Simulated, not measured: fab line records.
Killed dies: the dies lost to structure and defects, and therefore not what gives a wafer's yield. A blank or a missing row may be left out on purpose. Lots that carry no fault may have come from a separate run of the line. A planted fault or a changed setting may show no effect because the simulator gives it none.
fab line records	flow n5_finfet
[record] lots = 10	wafers = 30	last_day = 17
route steps=1938 shown BEOL_M11@1571 PASSIVATION@1936
lots untouched by any fault: they come from a run of this same line in which no faults occurred
start_h: start of the lot's first displayed wafer, in hours after the record's first day	wait_h: hours from the lot's prior step to this one	" unchanged from the row above	L1.1+2: a single row standing in for several wafers	- value missing, or start not given	* or withheld: withheld	< > ~ a bound
route shown NAME@n: a module of which the file shows steps, and the number in the route of the first	usual: average and standard deviation across the fault-free wafers	same: alike in all rows	chamber/n: place in a boat	sites: each site's reading	_std_site: the standard deviation of these	_edge_site: inner sites' mean taken away from outer sites' mean	radius_mm: how far each site lies from the wafer's centre	mask NAME#n: copy n	behind: the last tool/chamber to shape the wafer	hold: why the lot went on hold/how many hours it stayed there/how the hold came to an end	device: transistor that didn't switch, given as n, p or np	end of line: the same wafers' tests at the end of the route	a step with no rows: only its recipe	killed: dies lost to structure and defects at the first sort, not the wafer's yield	map: per-die view of a wafer (x killed, . not killed, _ where there is no die)
set.NAME: the run value of the setting; set.NAME@STEP: its run value at that earlier step	model.NAME: the simulator's own value behind a step, which no gauge read
route steps across a sampled set of lots; one table per step, one row per wafer
services: from which hour (start_h, from the record's first day; less than 0 if before it) a tool's chamber was out of use, for how many hours, and why
[[steps]]
[step N5_BEOL_M11_DESCUM_33]
[recipe] chemistry = O2	time_s = 7.9	source_power_w = 50	bias_power_w = 20	pressure_mtorr = 20	rf_frequency_hz = 2.712e+07	temp_c = 40	resist = CAR-ArF	o2_flow_sccm = 225
[usual] drypump_motor_current_A = 5.9/0.35	oes_product_au = 0.74/0.072	rf_vpp_V = 242.8/1.4	showerhead_plenum_p_Torr = 2.06/0.069	throttle_valve_pct = 20.51/0.17
lot.wafer	tool	chamber	start_h	wait_h	drypump_motor_current_A	oes_product_au	rf_hours_counter_h	rf_vpp_V	showerhead_plenum_p_Torr	throttle_valve_pct
L159.1	rie_diel-06	1	210.66	0.1	6.5	0.75	171	243.6	2.08	20.54
L159.2	"	2	"	"	5.7	0.74	178	242.9	2.01	20.57
L159.3	"	0	"	"	5.7	0.70	203	240.8	1.98	20.61
L162.1	rie_diel-06	0	229.29	0.0	5.7	0.70	209	239.9	1.98	20.64
L162.2	"	1	"	"	6.5	0.74	178	242.7	2.08	20.55
L162.6	"	0	"	"	5.7	0.70	-	240.8	1.98	20.65
L164.1	rie_diel-04	3	239.21	0.0	5.7	0.74	170	244.1	2.17	20.36
L164.2	"	0	"	"	6.5	0.70	234	242.2	2.08	20.91
L164.6	"	1	"	"	5.9	0.68	-	244.4	2.15	20.34
L166.4	rie_diel-06	0	258.77	0.0	5.7	0.70	217	241.1	1.98	20.64
L166.5	"	1	"	"	6.5	0.75	-	243.7	2.07	20.58
L166.6	"	2	"	"	5.7	0.73	-	242.9	2.01	20.61
L167.2	rie_diel-04	0	267.54	0.0	6.5	0.70	242	242.0	2.07	20.93
L167.4	"	2	"	"	5.7	0.72	192	244.4	2.06	20.41
L167.6	"	3	"	"	5.6	0.74	-	243.1	2.17	20.36
L168.2	rie_diel-06	2	275.01	0.0	5.7	0.72	197	240.6	2.00	20.62
L168.3	"	1	"	"	6.6	0.74	191	242.8	2.07	20.57
L168.4	"	2	"	"	5.7	0.73	-	243.2	2.01	20.61
L171.3	rie_diel-04	3	283.61	0.5	5.6	0.73	182	245.2	2.16	20.38
L171.4	"	3	"	"	5.6	0.73	-	244.5	2.16	20.38
L171.5	"	2	"	"	5.7	0.71	-	242.4	2.06	20.42
L173.1	rie_diel-04	2	308.60	0.0	5.6	0.70	205	241.7	2.06	20.41
L173.2	"	3	"	"	5.7	0.72	191	245.2	2.16	20.39
L173.6	"	3	"	"	5.6	0.73	-	242.5	2.16	20.39
L177.2	rie_diel-04	1	325.68	0.0	5.9	0.95	11	243.6	2.14	20.02
L177.3	"	2	"	"	5.7	0.71	211	242.2	2.06	20.43
L177.6	"	0	"	"	6.4	0.99	-	243.5	2.07	20.59
L182.1	rie_diel-02	2	364.91	0.1	5.9	0.70	231	240.8	1.98	20.44
L182.4	"	3	"	"	6.3	0.71	187	242.9	2.08	20.45
L182.5	"	0	"	"	5.5	0.83	-	243.8	2.12	20.44
[step N5_BEOL_M11_STRIP_36]
[recipe] chemistry = N2/H2	power_w = 450	temp_c = 40	pressure_mtorr = 20	rf_frequency_hz = 6e+07	overash_fraction = 0.3	bias_power_w = 7	h2_frac = 0.5	n2_flow_sccm = 200	h2_flow_sccm = 200
[usual] drypump_motor_current_A = 5.9/0.35	oes_product_au = 0.74/0.071	rf_vpp_V = 59.2/1.7	showerhead_plenum_p_Torr = 2.51/0.087	throttle_valve_pct = 23.76/0.22
lot.wafer	tool	chamber	start_h	wait_h	drypump_motor_current_A	oes_product_au	rf_hours_counter_h	rf_vpp_V	showerhead_plenum_p_Torr	throttle_valve_pct
L159.1	rie_diel-06	1	210.93	0.0	6.5	0.75	171	57.6	2.53	23.92
L159.2	"	2	"	"	5.7	0.76	178	60.6	2.42	23.53
L159.3	"	0	"	"	5.8	0.72	203	55.9	2.40	23.90
L162.1	rie_diel-06	0	229.56	0.0	5.7	0.71	209	61.0	2.40	23.93
L162.2	"	1	"	"	6.5	0.73	178	59.7	2.53	23.92
L162.6	"	0	"	"	5.8	0.70	-	57.4	2.40	23.90
L164.1	rie_diel-04	3	239.48	0.0	5.6	0.74	170	58.5	2.64	23.60
L164.2	"	0	"	"	6.4	0.70	234	59.8	2.49	23.85
L164.6	"	1	"	"	6.0	0.67	-	58.3	2.60	23.42
L166.4	rie_diel-06	0	259.05	0.0	5.7	0.70	217	59.9	2.39	23.92
L166.5	"	1	"	"	6.5	0.76	-	60.5	2.53	23.92
L166.6	"	2	"	"	5.7	0.73	-	57.6	2.42	23.52
L167.2	rie_diel-04	0	267.81	0.0	6.5	0.69	242	61.6	2.49	23.88
L167.4	"	2	"	"	5.7	0.72	192	58.2	2.51	23.75
L167.6	"	3	"	"	5.6	0.73	-	61.5	2.64	23.61
L168.2	rie_diel-06	2	275.28	0.0	5.6	0.72	198	59.5	2.42	23.54
L168.3	"	1	"	"	6.5	0.75	191	60.4	2.52	23.94
L168.4	"	2	"	"	5.7	0.74	-	60.1	2.42	23.52
L171.3	rie_diel-04	3	283.88	0.0	5.6	0.73	183	59.7	2.64	23.64
L171.4	"	3	"	"	5.6	0.73	-	58.6	2.63	23.59
L171.5	"	2	"	"	5.7	0.72	-	61.3	2.51	23.77
L173.1	rie_diel-04	2	308.87	0.0	5.7	0.70	206	57.9	2.50	23.74
L173.2	"	3	"	"	5.6	0.73	191	57.6	2.63	23.62
L173.6	"	3	"	"	5.6	0.73	-	61.2	2.63	23.61
L177.2	rie_diel-04	1	325.95	0.0	5.9	0.95	11	57.2	2.59	23.19
L177.3	"	2	"	"	5.7	0.70	211	62.5	2.50	23.80
L177.6	"	0	"	"	6.4	0.97	-	55.1	2.49	23.65
L182.1	rie_diel-02	2	365.18	0.0	5.9	0.70	231	60.4	2.38	23.56
L182.4	"	3	"	"	6.3	0.71	187	59.8	2.53	23.69
L182.5	"	0	"	"	5.5	0.83	-	58.5	2.59	23.90
[step N5_BEOL_M11_ETCH_41]
[recipe] chemistry = CH3F/O2	target = SiCN	target_depth_a = 426	taper_deg = 2	time_s = 86	ion_energy_ev = 120	mask_material = TiN	pressure_mtorr = 30	source_w = 395	bias_w = 75	Ar_flow_sccm = 150	CH3F_flow_sccm = 30	O2_flow_sccm = 20
[usual] drypump_motor_current_A = 5.9/0.34	oes_product_au = 0.75/0.073	rf_vpp_V = 296.8/1.5	run_length_s = 109.4/0.52	showerhead_plenum_p_Torr = 1.97/0.064	throttle_valve_pct = 16.43/0.17
lot.wafer	tool	chamber	start_h	wait_h	drypump_motor_current_A	oes_product_au	rf_hours_counter_h	rf_vpp_V	run_length_s	showerhead_plenum_p_Torr	throttle_valve_pct
L159.1	rie_diel-06	1	211.01	-	6.5	0.76	171	295.8	109.4	1.99	16.48
L159.2	"	2	"	"	5.6	0.75	178	295.8	108.8	1.93	16.53
L159.3	"	0	"	"	5.7	0.70	203	296.2	110.7	1.89	16.51
L162.1	rie_diel-06	0	229.64	-	5.7	0.70	209	294.9	110.5	1.89	16.53
L162.2	"	1	"	"	6.5	0.76	178	296.2	110.0	1.99	16.48
L162.6	"	0	"	"	5.7	0.70	-	294.2	110.0	1.89	16.53
L164.1	rie_diel-04	3	239.57	-	5.6	0.73	170	299.7	109.8	2.06	16.24
L164.2	"	0	"	"	6.4	0.71	234	296.8	109.1	1.96	16.64
L164.6	"	1	"	"	5.9	0.68	-	298.7	109.2	2.04	16.28
L166.4	rie_diel-06	0	259.13	-	5.7	0.70	217	295.9	110.0	1.89	16.55
L166.5	"	1	"	"	6.5	0.76	-	296.4	110.1	1.98	16.51
L166.6	"	2	"	"	5.6	0.74	-	295.0	109.2	1.93	16.55
L167.2	rie_diel-04	0	267.89	-	6.4	0.70	242	295.9	109.3	1.96	16.65
L167.4	"	2	"	"	5.6	0.73	192	296.7	109.0	1.99	16.40
L167.6	"	3	"	"	5.6	0.73	-	299.4	109.4	2.06	16.27
L168.2	rie_diel-06	2	275.36	-	5.6	0.74	198	297.2	108.6	1.92	16.56
L168.3	"	1	"	"	6.5	0.75	192	298.5	109.5	1.98	16.53
L168.4	"	2	"	"	5.7	0.73	-	295.7	109.2	1.92	16.56
L171.3	rie_diel-04	3	283.96	-	5.6	0.73	183	298.6	109.4	2.05	16.26
L171.4	"	3	"	"	5.6	0.72	-	298.6	109.9	2.05	16.26
L171.5	"	2	"	"	5.6	0.71	-	296.6	109.0	1.98	16.41
L173.1	rie_diel-04	2	308.95	-	5.7	0.71	206	297.4	108.8	1.98	16.45
L173.2	"	3	"	"	5.6	0.73	191	298.2	109.5	2.05	16.29
L173.6	"	3	"	"	5.6	0.72	-	297.1	110.0	2.05	16.29
L177.2	rie_diel-04	1	326.03	-	5.9	0.97	11	298.1	115.3	2.04	15.85
L177.3	"	2	"	"	5.7	0.71	211	297.3	108.5	1.98	16.44
L177.6	"	0	"	"	6.4	0.99	-	297.0	109.0	1.95	16.20
L182.1	rie_diel-02	2	365.26	-	5.8	0.68	231	294.7	110.0	1.89	16.37
L182.4	"	3	"	"	6.3	0.70	187	295.6	109.0	1.99	16.43
L182.5	"	0	"	"	5.5	0.84	-	296.5	110.0	2.03	16.36
[step N5_BEOL_M11_PRE_CLEAN_45]
[recipe] gas = H2/He	time_s = 30	temp_c = 250
[usual] heater_power_w = 345/28
lot.wafer	tool	chamber	start_h	wait_h	heater_power_w
L159.1	pvd_sputter-02	-	211.72	0.0	310
L159.2	"	-	"	"	345
L159.3	"	-	"	"	338
L162.1	pvd_sputter-01	-	232.09	0.0	404
L162.2	"	-	"	"	339
L162.6	"	-	"	"	390
L164.1	pvd_sputter-01	-	240.47	0.0	345
L164.2	"	-	"	"	414
L164.6	"	-	"	"	305
L166.4	pvd_sputter-01	-	260.33	0.0	401
L166.5	"	-	"	"	346
L166.6	"	-	"	"	371
L167.2	pvd_sputter-02	-	268.62	0.0	354
L167.4	"	-	"	"	346
L167.6	"	-	"	"	338
L168.2	pvd_sputter-03	-	276.35	0.0	304
L168.3	"	-	"	"	363
L168.4	"	-	"	"	370
L171.3	pvd_sputter-02	-	286.95	0.0	361
L171.4	"	-	"	"	340
L171.5	"	-	"	"	315
L173.1	pvd_sputter-02	-	310.33	0.0	347
L173.2	"	-	"	"	362
L173.6	"	-	"	"	312
L177.2	pvd_sputter-02	-	327.13	0.0	308
L177.3	"	-	"	"	350
L177.6	"	-	"	"	312
L182.1	pvd_sputter-03	-	366.21	0.0	361
L182.4	"	-	"	"	308
L182.5	"	-	"	"	306
[step N5_PASSIVATION_PROBE_49]
[usual] defect_limited_yield = 91.6/1.4	killed_at_M0_to_M3 = 34/8.9	killed_at_M4_up = 13/5	killed_at_contacts = 12/7	killed_at_front_end = 38/11	killed_at_other = 3.2/2.9	killed_dies = 99/16	killed_open = 65/13	killed_short = 32/7.6	sort_bin_4_leakage = 0.00/0.012	sort_bin_5_function = 5.0/0.9	sort_bin_6_memory = 3.1/0.65	sort_bin_8_speed = 0.0/0.4	sort_n_pass = 1081/16	sort_yield_pct = 91.6/1.4
[same] gross_dies = 1180	killed_at_back_side = 0
lot.wafer	tool	chamber	start_h	wait_h	defect_limited_yield[%]	killed_at_M0_to_M3	killed_at_M4_up	killed_at_contacts	killed_at_front_end	killed_at_other	killed_dies	killed_open	killed_short	sort_bin_4_leakage[%]	sort_bin_5_function[%]	sort_bin_6_memory[%]	sort_bin_8_speed[%]	sort_n_pass	sort_yield_pct[%]
L159.1	prober-02	-	251.95	0.0	90.3	47	25	9	33	0	114	80	33	0	6.2	3.3	0	1066	90.3
L159.2	prober-02	-	252.00	0.1	91.5	46	8	6	37	3	100	54	35	0	4.6	3.0	0	1080	91.5
L159.3	prober-02	-	252.05	0.1	91.4	40	14	8	38	2	102	67	30	0	5.3	3.0	0	1078	91.4
L166.4	prober-02	-	303.34	0.2	92.5	36	11	9	33	0	89	59	30	0	4.5	3.0	0	1091	92.5
L166.5	prober-02	-	303.39	0.2	92.7	40	4	4	27	11	86	62	24	0	4.3	2.8	0	1094	92.7
L166.6	prober-02	-	303.44	0.3	92.3	47	8	8	23	5	91	59	32	0	4.8	2.5	0	1089	92.3
L167.2	prober-01	-	315.28	0.1	90.6	26	13	12	55	5	111	76	35	0	5.5	3.6	0	1069	90.6
L167.4	prober-01	-	315.38	0.2	89.3	35	11	23	53	4	126	90	36	0	5.3	4.8	0	1054	89.3
L167.6	prober-01	-	315.48	0.3	90.8	24	18	9	50	7	108	76	32	0	5.8	3.1	0	1072	90.8
L168.2	prober-02	-	317.05	0.1	92.8	25	5	8	39	8	85	49	35	0	4.2	2.6	0	1095	92.8
L168.3	prober-02	-	317.10	0.1	92.1	24	13	14	36	6	93	57	36	0	5.1	2.4	0	1087	92.1
L168.4	prober-02	-	317.15	0.2	91.1	32	16	7	44	6	105	71	34	0	4.7	3.8	0	1075	91.1
L177.2	prober-02	-	363.76	0.1	90.7	39	17	13	36	5	110	74	36	0	5.7	3.1	0	1070	90.7
L177.3	prober-02	-	363.81	0.1	92.9	33	10	6	29	6	84	68	16	0	4.2	2.8	0	1096	92.9
L177.6	prober-02	-	363.96	0.3	91.9	27	19	5	40	5	96	50	43	0.08	5.3	2.5	0	1083	91.8
L182.1	prober-02	-	400.95	0.0	93.3	36	8	11	24	0	79	47	30	0	3.8	2.5	0	1101	93.3
L182.4	prober-02	-	401.10	0.2	93.0	35	11	5	31	1	83	58	23	0	4.6	2.5	0	1097	93.0
L182.5	prober-02	-	401.15	0.2	92.3	34	8	12	36	1	91	60	29	0	5.0	2.5	0.1	1088	92.2
// killed by level:class
L159.1 BEOL_M4:geometric_particle:open=16 BEOL_M0_SAQP:geometric_particle:short=10 BEOL_M3:geometric_particle:open=10 MOL_CONTACT_COAG:geometric_particle:open=8 BEOL_M0_SAQP:geometric_particle:open=8 GATE_CUT:geometric_particle:short=7 BEOL_M2:geometric_particle:open=7 BEOL_M1:geometric_particle:open=7
L159.2 BEOL_M1:geometric_particle:open=11 BEOL_M2:geometric_particle:open=10 GATE_CUT:geometric_particle:short=7 HKMG_FIN:area_etch=7 MOL_CONTACT_COAG:geometric_particle:open=6 BEOL_M1:geometric_particle:short=6 FIN_SAQP:geometric_particle:short=5 FIN_SAQP:geometric_particle:open=4
L159.3 BEOL_M0_SAQP:geometric_particle:open=13 BEOL_M0_SAQP:geometric_particle:short=10 STI_FIN_REVEAL:geometric_particle:open=9 BEOL_M2:geometric_particle:open=8 BEOL_M4:geometric_particle:open=7 FIN_SAQP:geometric_particle:short=5 GATE_CUT:geometric_particle:short=5 MOL_CONTACT_COAG:geometric_particle:open=4
L166.4 BEOL_M3:geometric_particle:open=10 MOL_CONTACT_COAG:geometric_particle:open=7 STI_FIN_REVEAL:geometric_particle:open=6 DUMMY_GATE:geometric_particle:open=6 BEOL_M0_SAQP:geometric_particle:open=5 BEOL_M3:geometric_particle:short=5 BEOL_M4:geometric_particle:short=5 STARTING-WAFER:geometric_particle:open=5
L166.5 BEOL_M0_SAQP:geometric_particle:open=12 STI_FIN_REVEAL:geometric_particle:open=9 BEOL_M3:geometric_particle:open=7 BEOL_M1:geometric_particle:open=6 BEOL_M0:geometric_particle:open=4 DUMMY_GATE:geometric_particle:open=4 MOL_CONTACT_COAG:geometric_particle:open=4 BEOL_M0_SAQP:geometric_particle:short=4
L166.6 BEOL_M3:geometric_particle:open=16 BEOL_M1:geometric_particle:open=8 MOL_CONTACT_COAG:geometric_particle:open=6 STARTING-WAFER:geometric_particle:short=6 GATE_CUT:geometric_particle:short=5 BEOL_M0:geometric_particle:open=5 BEOL_M0_SAQP:geometric_particle:open=4 BEOL_M2:geometric_particle:short=4
L167.2 STI_FIN_REVEAL:geometric_particle:open=20 FIN_SAQP:geometric_particle:open=12 MOL_CONTACT_COAG:geometric_particle:open=12 FIN_SAQP:geometric_particle:short=8 BEOL_M0_SAQP:geometric_particle:short=7 BEOL_M0_SAQP:geometric_particle:open=6 BEOL_M2:geometric_particle:open=5 BEOL_M2:geometric_particle:short=3
L167.4 MOL_CONTACT_COAG:geometric_particle:open=19 FIN_SAQP:geometric_particle:short=14 BEOL_M2:geometric_particle:open=14 STI_FIN_REVEAL:geometric_particle:open=11 FIN_SAQP:geometric_particle:open=8 BEOL_M0_SAQP:geometric_particle:open=6 BEOL_M0_SAQP:geometric_particle:short=5 STARTING-WAFER:geometric_particle:open=5
L167.6 STI_FIN_REVEAL:geometric_particle:open=12 BEOL_M0_SAQP:geometric_particle:short=10 MOL_CONTACT_COAG:geometric_particle:open=9 FIN_SAQP:geometric_particle:short=7 FIN_SAQP:geometric_particle:open=6 GATE_CUT:geometric_particle:short=6 BEOL_M2:geometric_particle:open=6 BEOL_M4:geometric_particle:open=5
L168.2 FIN_SAQP:geometric_particle:open=10 BEOL_M0_SAQP:geometric_particle:short=10 FIN_SAQP:geometric_particle:short=9 BEOL_M2:geometric_particle:open=8 STARTING-WAFER:geometric_particle:open=7 STI_FIN_REVEAL:geometric_particle:short=4 MOL_CONTACT_COAG:geometric_particle:short=4 MOL_CONTACT_COAG:geometric_particle:open=4
L168.3 MOL_CONTACT_COAG:geometric_particle:open=11 FIN_SAQP:geometric_particle:open=9 FIN_SAQP:geometric_particle:short=7 BEOL_M0_SAQP:geometric_particle:open=6 BEOL_M3:geometric_particle:open=6 BEOL_M0_SAQP:geometric_particle:short=5 STARTING-WAFER:geometric_particle:short=4 STI_FIN_REVEAL:geometric_particle:open=4
L168.4 STI_FIN_REVEAL:geometric_particle:open=13 FIN_SAQP:geometric_particle:open=10 BEOL_M2:geometric_particle:open=8 BEOL_M0_SAQP:geometric_particle:short=7 BEOL_M0_SAQP:geometric_particle:open=6 FIN_SAQP:geometric_particle:short=5 MOL_CONTACT_COAG:geometric_particle:open=5 BEOL_M1:geometric_particle:open=5
L177.2 MOL_CONTACT_COAG:geometric_particle:open=13 BEOL_M2:geometric_particle:open=9 BEOL_M0_SAQP:geometric_particle:open=7 FIN_SAQP:geometric_particle:short=6 BEOL_M1:geometric_particle:open=6 BEOL_M3:geometric_particle:open=6 DUMMY_GATE:geometric_particle:open=5 SPACER0:geometric_particle:short=5
L177.3 STI_FIN_REVEAL:geometric_particle:open=12 BEOL_M1:geometric_particle:open=12 BEOL_M4:geometric_particle:open=8 BEOL_M2:geometric_particle:open=7 MOL_CONTACT_COAG:geometric_particle:open=6 BEOL_M0:geometric_particle:open=4 BEOL_M1:geometric_particle:short=4 STARTING-WAFER:geometric_particle:open=4
L177.6 FIN_SAQP:geometric_particle:short=10 BEOL_M3:geometric_particle:open=8 FIN_SAQP:geometric_particle:open=7 GATE_CUT:geometric_particle:short=7 STI_FIN_REVEAL:geometric_particle:open=6 BEOL_M1:geometric_particle:open=5 GATE_CUT:geometric_particle:open=4 MOL_CONTACT_COAG:geometric_particle:open=4
L182.1 MOL_CONTACT_COAG:geometric_particle:open=10 BEOL_M3:geometric_particle:open=10 FIN_SAQP:geometric_particle:open=7 BEOL_M3:geometric_particle:short=6 BEOL_M0_SAQP:geometric_particle:short=5 FIN_SAQP:geometric_particle:short=3 STI_FIN_REVEAL:geometric_particle:open=3 DUMMY_GATE:geometric_particle:open=3
L182.4 FIN_SAQP:geometric_particle:open=12 BEOL_M3:geometric_particle:open=10 BEOL_M4:geometric_particle:open=6 BEOL_M0_SAQP:geometric_particle:open=5 FIN_SAQP:geometric_particle:short=4 STARTING-WAFER:geometric_particle:open=4 BEOL_M0_SAQP:geometric_particle:short=4 BEOL_M2:geometric_particle:short=4
L182.5 BEOL_M3:geometric_particle:open=12 MOL_CONTACT_COAG:geometric_particle:open=10 DUMMY_GATE:geometric_particle:open=7 STI_FIN_REVEAL:geometric_particle:open=6 STARTING-WAFER:geometric_particle:open=6 BEOL_M3:geometric_particle:short=5 BEOL_M0_SAQP:geometric_particle:short=5 BEOL_M4:geometric_particle:open=5
[[services]]
tool	chamber	start_h	hours	kind
rie_diel-06	2	214.67	1.5	repair
rie_diel-02	0	223.75	14.0	repair
rie_diel-06	3	272.28	4.0	repair
rie_diel-04	1	275.06	-	clean
rie_diel-04	1	275.06	-	consumable_replace:focus_ring
rie_diel-04	1	275.06	19.7	scheduled_down
rie_diel-04	1	275.06	19.7	vent_cycle
pvd_sputter-01	-	289.70	9.5	repair
rie_diel-04	0	297.58	-	clean
rie_diel-04	0	297.58	-	consumable_replace:focus_ring
rie_diel-04	0	297.58	24.6	scheduled_down
rie_diel-04	0	297.58	24.6	vent_cycle
rie_diel-06	-	307.03	2.8	pm
pvd_sputter-02	-	315.63	3.9	repair
rie_diel-02	2	342.42	13.6	repair
pvd_sputter-02	-	361.31	8.4	repair
[[key]]
[first_sign] step = N5_BEOL_M11_ETCH_41	reading = run_length_s	direction = up	sigmas = 11	usual = *	struck = *
effect none on later readings
met_at N5_BEOL_M11_ETCH_41
struck_lots L177
struck_wafers L177.2
not_acting_at N5_BEOL_M11_DESCUM_33,N5_BEOL_M11_STRIP_36,N5_BEOL_M11_PRE_CLEAN_45
onset_between 308.95 326.03
[fault] kind = process_parameter_drift	tool = rie_diel-04	chamber = -	onset_h = 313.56	steps = N5_BEOL_M11_ETCH_41	channel = time_s	offset = *	shape = step	end_h = 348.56	scope = struck_wafers_only	acts_in = *	stated = *
